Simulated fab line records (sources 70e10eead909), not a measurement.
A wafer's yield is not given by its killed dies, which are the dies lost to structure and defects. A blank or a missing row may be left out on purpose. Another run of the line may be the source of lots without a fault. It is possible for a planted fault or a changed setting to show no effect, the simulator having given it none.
fab line records	flow nandHarc	part 1 of 2: steps 1 to 4 of 6
record lots=19	wafers=57	lastDay=33
route steps=1302 shown A_STAIRCASE@819
lots untouched by any fault: they come from a run of this same line in which no faults occurred
startH: the number of hours between the record's first day and the start of the first shown wafer of the lot	waitH: hours from the lot's prior step to this one	" as in the row above	L1.1+2: one row covering several wafers at once	- value missing, or start not given	* or withheld: withheld	< > ~ a bound
route shown NAME@n: a module of which the file shows steps, and the number in the route of the first	usual: the fault-free wafers' mean and standard deviation	same: alike in all rows	chamber/n: place in a boat	sites: each site's reading	_std_site: the standard deviation of these	_edge_site: outer sites' mean less inner sites'	radiusMm: for every site, how far away it sits from the centre of the wafer	mask NAME#n: copy n	behind: the most recent tool/chamber to have shaped the wafer	hold: why the lot went on hold/how many hours it stayed there/how the hold came to an end	device: which transistor (n, p or np) failed to switch	end of line: tests of these same wafers at the route's end	step lacking rows: just its recipe	killed: dies lost to structure and defects at the first sort, not the wafer's yield	map: a wafer's dies, x killed, . not, _ none there
set.NAME: the setting the step ran with; set.NAME@STEP: the setting that earlier step ran with	model.NAME: the simulator's own value behind a step, which no gauge read
the route's steps for a sample of lots (tables are steps, rows are wafers)
services: when a tool's chamber went out of use (startH, in hours from the record's first day, below 0 if earlier), for how many hours, and the reason
## steps
# step NHARC_A_STAIRCASE_DEP_301
# recipe targetThkA=300	targetThkNm=30	tempC=400	pressureTorr=3.5	flowSccm=200	rfW=350	material=SiON
# usual heaterPowerW=685/90
lot.wafer	tool	chamber	startH	waitH	heaterPowerW
L075.2	pecvd-02	0	393.96	1.3	768
L075.3	"	1	"	"	628
L075.5	"	2	"	"	654
L076.1	pecvd-02	2	402.48	1.6	652
L076.5	"	2	"	"	673
L076.6	"	0	"	"	876
L074.2	pecvd-04	0	403.71	1.2	746
L074.3	"	1	"	"	637
L074.4	"	2	"	"	580
L077.1	pecvd-02	2	437.58	1.6	642
L077.6	"	0	"	"	739
L077.5	"	1	"	"	630
L079.2	pecvd-02	1	439.36	1.2	651
L079.4	"	2	"	"	658
L079.5	"	0	"	"	794
L081.4	pecvd-03	0	456.93	0.8	655
L081.5	"	1	"	"	596
L081.6	"	2	"	"	771
L084.2	pecvd-03	0	484.96	1.2	722
L084.3	"	2	"	"	870
L084.4	"	2	"	"	889
L083.1	pecvd-02	0	486.72	1.5	820
L083.2	"	1	"	"	581
L083.6	"	0	"	"	807
L086.2	pecvd-03	1	495.10	1.2	610
L086.1	"	2	"	"	787
L086.5	"	2	"	"	798
L085.1	pecvd-04	2	495.45	1.6	481
L085.4	"	0	"	"	781
L085.5	"	1	"	"	733
L088.3	pecvd-02	0	531.25	1.0	731
L088.1	"	1	"	"	652
L088.4	"	2	"	"	711
L090.1	pecvd-02	1	534.36	1.6	595
L090.3	"	0	"	"	712
L090.4	"	2	"	"	749
L089.1	pecvd-03	0	537.85	1.5	779
L089.2	"	1	"	"	596
L089.3	"	0	"	"	754
L092.1	pecvd-03	0	570.94	1.6	746
L092.2	"	1	"	"	584
L092.4	"	2	"	"	781
L091.1	pecvd-02	0	573.66	1.6	714
L091.3	"	1	"	"	600
L091.5	"	2	"	"	696
L093.1	pecvd-03	1	579.72	1.6	715
L093.3	"	2	"	"	774
L093.5	"	0	"	"	663
L095.1	pecvd-04	2	589.82	2.0	572
L095.3	"	0	"	"	697
L095.4	"	2	"	"	562
L096.2	pecvd-04	1	608.92	1.2	675
L096.3	"	2	"	"	574
L096.1	"	0	"	"	821
L097.1	pecvd-04	1	610.75	1.6	760
L097.5	"	0	"	"	710
L097.6	"	1	"	"	778
# step NHARC_A_STAIRCASE_ETCH_453
# recipe targetDepthA=300	overetchA=30	timeS=16.5	ionEnergyEv=100	cf4FlowSccm=80	o2FlowSccm=20	arFlowSccm=0	rfW=300	biasW=100	chemistry=CF4/O2
# usual biasW=100.0/0.32	chamberPressureMTorr=30.001/0.027	drypumpMotorCurrentA=5.8/0.56	oesProductAu=1.004/0.012	rfVppV=197.0/1.1	showerheadPlenumPTorr=1.30/0.048	throttleValvePct=13.397/0.0092
# same timeS=16.5
lot.wafer	tool	chamber	startH	waitH	biasW	chamberPressureMTorr	drypumpMotorCurrentA	oesProductAu	rfHoursCounterH	rfVppV	showerheadPlenumPTorr	throttleValvePct
L075.2	rieDiel-12	2	-	-	99.7	29.972	5.8	1.030	35	198.4	1.31	13.389
L075.3	"	3	"	"	100.0	29.951	5.4	1.003	45	198.2	1.31	13.391
L075.5	"	3	"	"	99.8	29.995	5.3	1.010	-	197.3	1.31	13.389
L076.1	rieDiel-12	1	-	-	99.7	29.959	6.1	1.011	40	197.2	1.30	13.402
L076.6	"	0	"	"	100.0	30.039	6.7	1.009	-	196.5	1.25	13.384
L076.5	"	1	"	"	99.8	29.999	6.1	1.019	-	195.7	1.30	13.402
L074.3	rieDiel-12	0	-	-	99.6	30.075	6.7	1.001	48	195.6	1.25	13.408
L074.2	"	1	"	"	100.0	29.987	6.1	1.010	41	198.3	1.30	13.399
L074.4	"	1	"	"	99.9	29.994	6.1	1.017	-	197.0	1.30	13.394
L077.1	rieDiel-02	1	-	-	99.9	29.995	6.0	0.984	13	196.6	1.26	13.398
L077.5	"	0	"	"	99.8	29.977	5.6	1.015	-	196.0	1.24	13.408
L077.6	"	1	"	"	100.3	29.974	6.0	0.982	-	196.8	1.26	13.404
L079.2	rieDiel-12	3	-	-	99.8	29.991	5.4	1.011	58	197.3	1.31	13.397
L079.4	"	1	"	"	100.1	30.007	6.2	1.019	52	195.9	1.30	13.397
L079.5	"	3	"	"	99.7	30.014	5.3	1.026	-	197.2	1.31	13.395
L081.4	rieDiel-09	2	-	-	99.8	30.015	5.5	1.000	37	198.9	1.35	13.396
L081.5	"	0	"	"	100.4	29.989	5.3	0.987	-	198.1	1.33	13.398
L081.6	"	1	"	"	100.4	30.050	5.5	0.986	-	198.1	1.39	13.390
L084.4	rieDiel-02	3	-	-	100.4	30.006	6.0	1.002	29	195.8	1.27	13.396
L084.2	"	1	"	"	100.0	30.041	6.0	0.999	30	197.8	1.26	13.387
L084.3	"	2	"	"	100.1	29.982	4.7	1.004	30	197.4	1.30	13.401
L083.2	rieDiel-12	3	-	-	100.3	29.976	5.4	1.016	14	197.8	1.31	13.401
L083.1	"	2	"	"	99.5	30.031	5.9	1.007	15	197.3	1.31	13.390
L083.6	"	3	"	"	100.2	30.004	5.4	1.012	-	197.3	1.31	13.403
L086.1	rieDiel-09	3	-	-	100.3	30.042	6.6	1.000	54	198.4	1.38	13.386
L086.2	"	2	"	"	99.9	30.019	5.5	1.009	49	198.0	1.35	13.393
L086.5	"	0	"	"	100.8	30.003	5.3	0.990	-	197.4	1.33	13.398
L085.4	rieDiel-02	1	-	-	100.0	29.984	6.0	0.998	36	196.4	1.25	13.394
L085.1	"	0	"	"	99.8	30.011	5.6	1.014	33	196.3	1.24	13.394
L085.5	"	2	"	"	99.5	29.983	4.7	0.991	-	196.3	1.30	13.401
L088.3	rieDiel-09	1	-	-	100.1	29.995	5.5	0.987	7	198.0	1.38	13.402
L088.4	"	3	"	"	100.9	29.974	6.6	1.021	7	197.9	1.38	13.397
L088.1	"	0	"	"	99.6	30.000	5.3	0.979	7	197.5	1.33	13.407
L090.3	rieDiel-02	0	-	-	100.6	29.986	5.5	1.014	47	195.8	1.23	13.382
L090.1	"	2	"	"	100.2	30.029	4.8	1.005	49	197.6	1.30	13.391
L090.4	"	2	"	"	99.9	29.991	4.8	1.007	-	198.2	1.30	13.395
L089.3	rieDiel-12	0	-	-	99.9	30.004	6.7	1.005	35	195.6	1.24	13.401
L089.2	"	2	"	"	99.9	29.975	5.8	1.002	34	196.2	1.30	13.393
L089.1	"	3	"	"	99.7	30.007	5.3	1.021	37	197.2	1.30	13.386
L092.1	rieDiel-12	3	-	-	100.5	29.972	5.3	1.010	45	197.5	1.30	13.396
L092.2	"	0	"	"	99.9	29.971	6.7	1.010	43	195.8	1.24	13.396
L092.4	"	0	"	"	99.1	29.983	6.7	1.012	-	195.1	1.24	13.399
L091.1	rieDiel-12	2	-	-	99.8	30.010	5.9	1.004	46	197.4	1.30	13.401
L091.3	"	3	"	"	100.2	29.960	5.4	1.000	50	196.3	1.30	13.414
L091.5	"	2	"	"	100.0	30.020	5.9	0.998	-	197.8	1.30	13.406
L093.3	rieDiel-02	0	-	-	99.5	29.983	5.6	0.991	1	199.1	1.45	13.414
L093.1	"	1	"	"	99.8	29.979	6.0	0.990	1	196.0	1.25	13.408
L093.5	"	0	"	"	100.1	30.003	5.5	0.994	-	199.7	1.45	13.394
L095.3	rieDiel-12	1	-	-	100.1	30.014	6.1	1.006	38	196.6	1.29	13.403
L095.4	"	3	"	"	100.1	30.051	5.3	1.004	55	196.3	1.30	13.390
L095.1	"	0	"	"	100.5	30.019	6.7	0.990	52	194.7	1.24	13.409
L096.1	rieDiel-02	2	-	-	100.1	30.018	4.7	0.985	5	198.1	1.29	13.396
L096.2	"	3	"	"	100.4	29.997	6.1	1.004	6	195.5	1.26	13.394
L096.3	"	0	"	"	100.4	29.955	5.6	0.975	6	199.6	1.44	13.407
L097.1	rieDiel-12	2	-	-	99.7	29.980	5.8	1.017	57	197.9	1.30	13.370
L097.6	"	1	"	"	100.7	30.075	6.2	0.992	-	197.2	1.29	13.399
L097.5	"	2	"	"	99.8	30.004	5.9	1.018	-	195.5	1.30	13.397
# step NHARC_A_STAIRCASE_STRIP_316
# recipe o2FlowSccm=500	arFlowSccm=0	biasW=0	chemistry=O2
# usual chamberPressureMTorr=60.01/0.056	drypumpMotorCurrentA=5.9/0.55	oesProductAu=1.005/0.011	rfVppV=57.5/0.89	showerheadPlenumPTorr=3.44/0.13	throttleValvePct=17.037/0.0095
# same biasW=0
lot.wafer	tool	chamber	startH	waitH	chamberPressureMTorr	drypumpMotorCurrentA	oesProductAu	rfHoursCounterH	rfVppV	showerheadPlenumPTorr	throttleValvePct
L075.2	rieDiel-12	0	-	-	60.09	6.7	1.002	41	56.1	3.32	17.026
L075.3	"	3	"	"	60.08	5.4	1.013	46	58.2	3.47	17.043
L075.5	"	1	"	"	59.96	6.2	1.023	-	57.2	3.45	17.036
L076.1	rieDiel-12	2	-	-	59.98	5.8	1.017	42	57.1	3.47	17.027
L076.5	"	2	"	"	60.01	5.8	1.028	-	57.4	3.47	17.031
L076.6	"	0	"	"	59.90	6.7	1.003	-	57.5	3.32	17.050
L074.2	rieDiel-12	2	-	-	60.06	5.9	1.023	43	57.6	3.47	17.045
L074.3	"	0	"	"	60.11	6.7	1.010	48	55.5	3.32	17.042
L074.4	"	1	"	"	59.93	6.2	1.022	-	57.6	3.45	17.030
L077.1	rieDiel-02	3	-	-	60.03	6.0	1.014	12	59.7	3.37	17.019
L077.6	"	0	"	"	59.94	5.6	1.014	-	57.1	3.29	17.040
L077.5	"	1	"	"	60.06	6.0	0.996	-	56.0	3.34	17.037
L079.2	rieDiel-12	0	-	-	60.05	6.7	1.007	61	56.3	3.31	17.015
L079.4	"	2	"	"	60.06	5.9	1.031	53	58.0	3.46	17.027
L079.5	"	0	"	"	59.98	6.7	1.006	-	56.3	3.31	17.041
L081.4	rieDiel-09	1	-	-	60.03	5.6	0.990	35	59.4	3.66	17.047
L081.6	"	3	"	"	59.94	6.6	1.000	-	57.3	3.65	17.035
L081.5	"	0	"	"	60.00	5.3	0.989	-	57.3	3.52	17.038
L084.2	rieDiel-02	0	-	-	59.97	5.6	1.006	30	58.4	3.28	17.018
L084.3	"	2	"	"	60.01	4.8	1.000	30	58.2	3.44	17.040
L084.4	"	3	"	"	59.97	6.1	1.009	29	57.9	3.36	17.036
L083.1	rieDiel-12	2	-	-	60.08	5.9	1.012	15	56.7	3.45	17.042
L083.2	"	0	"	"	59.94	6.7	0.999	15	57.1	3.30	17.044
L083.6	"	3	"	"	60.00	5.3	1.019	-	56.8	3.46	17.037
L086.1	rieDiel-09	1	-	-	60.01	5.6	1.001	48	56.8	3.66	17.040
L086.2	"	2	"	"	60.02	5.5	1.019	49	57.1	3.57	17.045
L086.5	"	1	"	"	60.06	5.6	1.002	-	57.4	3.66	17.040
L085.1	rieDiel-02	3	-	-	60.03	6.0	1.007	33	57.5	3.36	17.036
L085.4	"	1	"	"	59.95	6.0	0.996	36	56.5	3.32	17.035
L085.5	"	3	"	"	60.02	6.1	0.990	-	58.1	3.36	17.025
L088.4	rieDiel-09	1	-	-	60.01	5.6	1.000	8	60.1	3.65	17.032
L088.1	"	2	"	"	59.96	5.5	1.017	8	58.0	3.57	17.046
L088.3	"	3	"	"	60.08	6.6	1.035	8	58.4	3.64	17.035
L090.3	rieDiel-02	3	-	-	60.07	6.1	0.999	49	57.0	3.35	17.045
L090.1	"	0	"	"	60.05	5.6	1.000	47	56.5	3.27	17.031
L090.4	"	3	"	"	60.05	6.1	1.001	-	57.0	3.35	17.030
L089.1	rieDiel-12	3	-	-	60.00	5.3	0.999	38	58.8	3.45	17.043
L089.3	"	0	"	"	60.00	6.7	0.997	36	58.7	3.29	17.046
L089.2	"	1	"	"	60.05	6.1	0.984	31	58.4	3.42	17.028
L092.1	rieDiel-12	0	-	-	59.93	6.8	1.004	43	57.0	3.29	17.030
L092.2	"	2	"	"	59.98	5.8	1.017	42	57.2	3.44	17.035
L092.4	"	3	"	"	59.98	5.4	1.004	-	57.1	3.44	17.039
L091.1	rieDiel-12	3	-	-	59.99	5.4	0.998	50	57.4	3.44	17.048
L091.3	"	0	"	"	60.02	6.8	1.005	48	56.9	3.29	17.038
L091.5	"	3	"	"	60.06	5.4	0.999	-	59.2	3.44	17.038
L093.3	rieDiel-02	0	-	-	59.96	5.6	0.990	1	58.6	3.81	17.042
L093.1	"	2	"	"	60.05	4.8	0.987	1	58.5	3.43	17.036
L093.5	"	0	"	"	59.97	5.6	0.983	-	59.0	3.81	17.037
L095.4	rieDiel-12	2	-	-	59.98	5.9	0.995	53	56.9	3.43	17.061
L095.1	"	3	"	"	59.96	5.4	1.007	55	56.5	3.44	17.047
L095.3	"	0	"	"	59.94	6.7	1.001	52	57.0	3.28	17.032
L096.2	rieDiel-02	3	-	-	59.95	6.1	1.020	7	55.5	3.34	17.033
L096.1	"	0	"	"	60.07	5.6	0.991	6	58.2	3.80	17.040
L096.3	"	1	"	"	59.98	6.1	1.007	7	56.4	3.31	17.043
L097.1	rieDiel-12	2	-	-	60.01	5.8	1.016	58	58.5	3.43	17.027
L097.5	"	1	"	"	60.02	6.1	1.004	-	58.2	3.42	17.014
L097.6	"	2	"	"	60.08	5.9	1.024	-	57.5	3.43	17.036
# step NHARC_A_STAIRCASE_ETCHBACK_416
# recipe targetDepthA=360	timeS=7.2	c4f8FlowSccm=withheld	o2FlowSccm=8	arFlowSccm=withheld	rfW=600	biasW=800	chemistry=C4F8/O2/Ar
# usual biasW=799.9/2.4	chamberPressureMTorr=25.000/0.022	oesProductAu=0.928/0.018	rfVppV=722/4.1
# same timeS=7.2
lot.wafer	tool	chamber	startH	waitH	biasW	chamberPressureMTorr	oesProductAu	rfHoursCounterH	rfVppV
L075.3	rieDiel-09	1	-	-	798.4	25.034	0.925	14	727
L075.2	"	2	"	"	803.3	24.988	0.921	19	724
L075.5	"	1	"	"	797.0	24.993	0.926	-	729
L076.1	rieDiel-09	0	-	-	802.0	25.005	0.915	27	724
L076.6	"	3	"	"	803.8	25.019	0.937	-	727
L076.5	"	0	"	"	799.0	24.992	0.909	-	723
L074.4	rieDiel-09	1	-	-	797.9	24.993	0.918	23	727
L074.3	"	3	"	"	793.4	24.989	0.936	27	727
L074.2	"	0	"	"	797.9	24.999	0.907	28	723
L077.1	rieDiel-09	2	-	-	802.0	24.973	0.931	34	725
L077.6	"	0	"	"	797.2	24.994	0.912	-	723
L077.5	"	1	"	"	801.5	24.973	0.936	-	727
L079.2	rieDiel-09	1	-	-	801.8	25.000	0.921	33	728
L079.4	"	2	"	"	797.1	25.040	0.924	35	725
L079.5	"	0	"	"	802.3	25.002	0.909	-	721
L081.4	rieDiel-02	1	-	-	801.1	24.994	0.904	23	717
L081.5	"	2	"	"	802.3	25.023	0.917	-	721
L081.6	"	3	"	"	799.8	24.969	0.926	-	717
L084.4	rieDiel-09	0	-	-	799.8	24.995	0.919	55	724
L084.3	"	1	"	"	799.6	24.946	0.920	47	728
L084.2	"	2	"	"	797.8	24.980	0.934	48	725
L083.1	rieDiel-09	2	-	-	798.8	24.991	0.938	48	724
L083.2	"	1	"	"	797.3	25.023	0.909	47	727
L083.6	"	2	"	"	801.2	25.012	0.926	-	724
L086.2	rieDiel-12	0	-	-	799.8	24.976	0.928	17	716
L086.1	"	1	"	"	802.0	24.986	0.922	16	721
L086.5	"	3	"	"	798.7	25.010	0.929	-	721
L085.4	rieDiel-12	2	-	-	795.2	25.024	0.932	16	720
L085.1	"	3	"	"	800.5	24.959	0.932	16	720
L085.5	"	0	"	"	800.0	24.964	0.922	-	717
L088.1	rieDiel-09	2	-	-	802.4	25.025	0.946	9	725
L088.3	"	3	"	"	801.1	25.022	0.946	9	727
L088.4	"	1	"	"	798.1	24.997	0.919	9	728
L090.3	rieDiel-12	3	-	-	799.7	24.990	0.934	37	721
L090.4	"	1	"	"	797.7	24.961	0.925	31	719
L090.1	"	2	"	"	801.6	25.017	0.933	33	721
L089.3	rieDiel-09	2	-	-	801.0	24.994	0.941	14	725
L089.2	"	3	"	"	796.5	25.052	0.958	14	727
L089.1	"	0	"	"	807.1	24.981	0.910	12	723
L092.2	rieDiel-09	2	-	-	803.3	25.003	0.936	24	724
L092.4	"	3	"	"	800.5	24.963	0.942	23	725
L092.1	"	1	"	"	796.8	24.988	0.917	24	727
L091.3	rieDiel-02	3	-	-	800.9	25.012	0.997	0	719
L091.1	"	0	"	"	804.2	25.012	0.992	1	732
L091.5	"	3	"	"	797.4	24.996	1.001	-	716
L093.1	rieDiel-02	2	-	-	800.9	25.031	0.907	1	720
L093.3	"	3	"	"	796.2	25.014	0.913	1	720
L093.5	"	3	"	"	799.1	24.997	0.924	-	717
L095.1	rieDiel-12	0	-	-	800.9	25.018	0.925	53	715
L095.3	"	2	"	"	796.7	25.001	0.937	54	719
L095.4	"	3	"	"	798.2	24.961	0.930	56	719
L096.2	rieDiel-12	1	-	-	802.1	24.972	0.925	43	720
L096.3	"	3	"	"	798.1	25.013	0.943	61	720
L096.1	"	0	"	"	804.8	25.011	0.940	59	716
L097.1	rieDiel-09	3	-	-	800.7	25.012	0.949	35	725
L097.5	"	3	"	"	801.2	25.005	0.951	-	725
L097.6	"	0	"	"	796.5	24.985	0.901	-	722
